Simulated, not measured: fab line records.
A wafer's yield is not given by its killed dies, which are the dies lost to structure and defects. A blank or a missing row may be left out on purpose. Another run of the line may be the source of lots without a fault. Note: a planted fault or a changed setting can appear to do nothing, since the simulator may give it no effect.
Chamber matching :: flow n5 finfet :: cmp-02 running N5_STI_FIN_REVEAL_CMP_04: 4 sister chambers
The step polishes, stops on Si3N4, t overpolish 4 s, target thk 131.83 nm. 16 wafers are shown with their chamber, then 8 later ones without.

== WAFERS PAIRED WITH THEIR CHAMBERS ==
wafer: L076.1
chamber: 1
motor current A (A): 7.2
time to endpoint s (s): 108
head pressure psi (psi): 1.995

wafer: L076.2
chamber: 0
motor current A (A): 8.8
time to endpoint s (s): 107
head pressure psi (psi): 1.998

wafer: L076.4
chamber: 3
motor current A (A): 8.0
time to endpoint s (s): 107
head pressure psi (psi): 2.002

wafer: L077.1
chamber: 0
motor current A (A): 8.9
time to endpoint s (s): 101
head pressure psi (psi): 1.999

wafer: L077.2
chamber: 3
motor current A (A): 7.7
time to endpoint s (s): 102
head pressure psi (psi): 2.008

wafer: L077.5
chamber: 1
motor current A (A): 6.8
time to endpoint s (s): 104
head pressure psi (psi): 1.995

wafer: L079.3
chamber: 0
motor current A (A): 8.3
time to endpoint s (s): 102
head pressure psi (psi): 2.000

wafer: L079.4
chamber: 3
motor current A (A): 7.6
time to endpoint s (s): 103
head pressure psi (psi): 2.004

wafer: L079.6
chamber: 1
motor current A (A): 7.2
time to endpoint s (s): 107
head pressure psi (psi): 1.997

wafer: L082.2
chamber: 2
motor current A (A): 7.4
time to endpoint s (s): 107
head pressure psi (psi): 1.995

wafer: L082.4
chamber: 3
motor current A (A): 7.8
time to endpoint s (s): 105
head pressure psi (psi): 1.998

wafer: L082.6
chamber: 2
motor current A (A): 7.4
time to endpoint s (s): 107
head pressure psi (psi): 1.996

wafer: L083.1
chamber: 1
motor current A (A): 6.7
time to endpoint s (s): 106
head pressure psi (psi): 2.005

wafer: L083.2
chamber: 3
motor current A (A): 7.4
time to endpoint s (s): 100
head pressure psi (psi): 1.996

wafer: L083.3
chamber: 0
motor current A (A): 8.8
time to endpoint s (s): 102
head pressure psi (psi): 2.002

wafer: L089.1
chamber: 2
motor current A (A): 7.1
time to endpoint s (s): 109
head pressure psi (psi): 1.995

SIGNATURES (means of the wafers above)
reading: motor current A
chamber 0: 8.700
chamber 1: 6.975
chamber 2: 7.300
chamber 3: 7.700
scatter within a chamber: 0.239

reading: time to endpoint s
chamber 0: 103.00
chamber 1: 106.25
chamber 2: 107.67
chamber 3: 103.40
scatter within a chamber: 2.28

reading: head pressure psi
chamber 0: 1.99975
chamber 1: 1.99800
chamber 2: 1.99533
chamber 3: 2.00160
scatter within a chamber: 0.00375
Rule: for each reading, subtract the chamber's mean from the wafer's reading, divide by that reading's scatter and square the result; add these up over the readings and take the root, which gives the wafer's distance from the chamber. The wafer belongs to the nearest chamber; if the next one is less than 2 further off, it can't be placed. The scatter is the square root of a quotient: the sum, over the shown wafers, of each reading's squared deviation from its chamber's mean, divided by wafers minus chambers.

== WAFERS MISSING THEIR CHAMBER ==
wafer: L089.5
motor current A (A): 7.5
time to endpoint s (s): 104
head pressure psi (psi): 2.000

wafer: L089.6
motor current A (A): 6.9
time to endpoint s (s): 109
head pressure psi (psi): 2.005

wafer: L090.1
motor current A (A): 8.4
time to endpoint s (s): 109
head pressure psi (psi): 1.995

wafer: L090.3
motor current A (A): 7.3
time to endpoint s (s): 105
head pressure psi (psi): 2.008

wafer: L090.4
motor current A (A): 6.8
time to endpoint s (s): 107
head pressure psi (psi): 1.998

wafer: L091.2
motor current A (A): 6.6
time to endpoint s (s): 110
head pressure psi (psi): 2.000

wafer: L091.5
motor current A (A): 7.5
time to endpoint s (s): 109
head pressure psi (psi): 1.997

wafer: L091.6
motor current A (A): 7.7
time to endpoint s (s): 107
head pressure psi (psi): 1.993

== EACH ONE'S CHAMBER ==
wafer: L089.5
from the rows above: can't be placed: 3 or 2 or 1
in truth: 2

wafer: L089.6
from the rows above: can't be placed: 1 or 2 or 3
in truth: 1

wafer: L090.1
from the rows above: can't be placed: 0 or 3 or 2
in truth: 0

wafer: L090.3
from the rows above: can't be placed: 3 or 1 or 2
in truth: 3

wafer: L090.4
from the rows above: can't be placed: 1 or 2
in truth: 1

wafer: L091.2
from the rows above: can't be placed: 1 or 2
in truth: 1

wafer: L091.5
from the rows above: can't be placed: 2 or 1 or 3
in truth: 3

wafer: L091.6
from the rows above: can't be placed: 2 or 3 or 1
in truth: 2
0 of 8 placed correctly. Not placeable from these rows: 8 (in 8, the candidates include the true chamber). Placed wrongly: 0.
